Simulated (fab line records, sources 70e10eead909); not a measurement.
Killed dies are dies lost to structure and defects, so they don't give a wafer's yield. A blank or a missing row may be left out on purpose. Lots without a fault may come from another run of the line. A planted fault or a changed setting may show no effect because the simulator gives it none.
Chamber matching | flow nand_harc | NHARC_A_CHANNEL_FILL_D1_ALD_14 on ald_hk-04: 4 sister chambers
The step deposits SiO2, target thk 2.5 nm, pulse time 10 s, ald cycles 25. 15 wafers are shown with their chamber, then 7 later ones without.

WAFERS WITH THEIR CHAMBER
wafer  | chamber | heater_power_w (W) | susceptor_temp_C (C) | precursor_pulse_height_rel
L215.1 | 1       | 443                | 300.07               | 1.035
L215.5 | 0       | 436                | 300.36               | 0.979
L215.6 | 1       | 440                | 300.14               | 0.999
L217.3 | 1       | 433                | 300.04               | 0.999
L217.5 | 3       | 512                | 299.78               | 1.014
L217.6 | 2       | 479                | 299.80               | 1.016
L218.1 | 0       | 446                | 299.58               | 1.016
L218.4 | 2       | 469                | 300.59               | 0.994
L218.6 | 3       | 523                | 299.88               | 0.992
L220.1 | 2       | 478                | 300.05               | 1.030
L220.2 | 0       | 438                | 299.98               | 1.056
L220.5 | 2       | 474                | 300.20               | 0.993
L221.2 | 0       | 432                | 300.04               | 1.003
L221.3 | 1       | 432                | 299.86               | 0.977
L221.4 | 2       | 471                | 300.10               | 1.019

SIGNATURES (means of the wafers above)
reading                    | chamber 0 | chamber 1 | chamber 2 | chamber 3 | scatter within a chamber
heater_power_w             | 438.00    | 437.00    | 474.20    | 517.50    | 5.44
susceptor_temp_C           | 299.9900  | 300.0275  | 300.1480  | 299.8300  | 0.25
precursor_pulse_height_rel | 1.01350   | 1.00250   | 1.01040   | 1.00300   | 0.0236
Rule: a wafer's distance from a chamber is the root of the sum, over the readings, of the square of ((its reading less the chamber's mean) divided by the reading's scatter). The wafer belongs to the nearest chamber; if the next one is less than 2 further off, it can't be placed. The scatter: the root of (the sum of the squares of (reading less its chamber's mean) over the shown wafers, divided by (wafers less chambers)).

WAFERS WITHOUT THEIR CHAMBER
wafer  | heater_power_w (W) | susceptor_temp_C (C) | precursor_pulse_height_rel
L223.1 | 449                | 300.03               | 0.991
L236.1 | 455                | 300.16               | 0.989
L236.2 | 427                | 300.31               | 1.012
L236.4 | 492                | 299.73               | 1.019
L238.4 | 456                | 300.01               | 0.989
L238.5 | 434                | 299.96               | 0.981
L238.6 | 490                | 299.86               | 1.018

WHICH CHAMBER EACH WENT THROUGH
wafer  | from the rows above          | in truth
L223.1 | can't be placed: 0 or 1      | 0
L236.1 | can't be placed: 0 or 1 or 2 | 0
L236.2 | can't be placed: 1 or 0      | 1
L236.4 | can't be placed: 2 or 3      | 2
L238.4 | can't be placed: 0 or 2 or 1 | 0
L238.5 | can't be placed: 1 or 0      | 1
L238.6 | can't be placed: 2 or 3      | 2
Placed correctly: 0 of 7. Can't be placed from these rows: 7 (the true chamber is among the candidates in 7). Placed wrongly: 0.
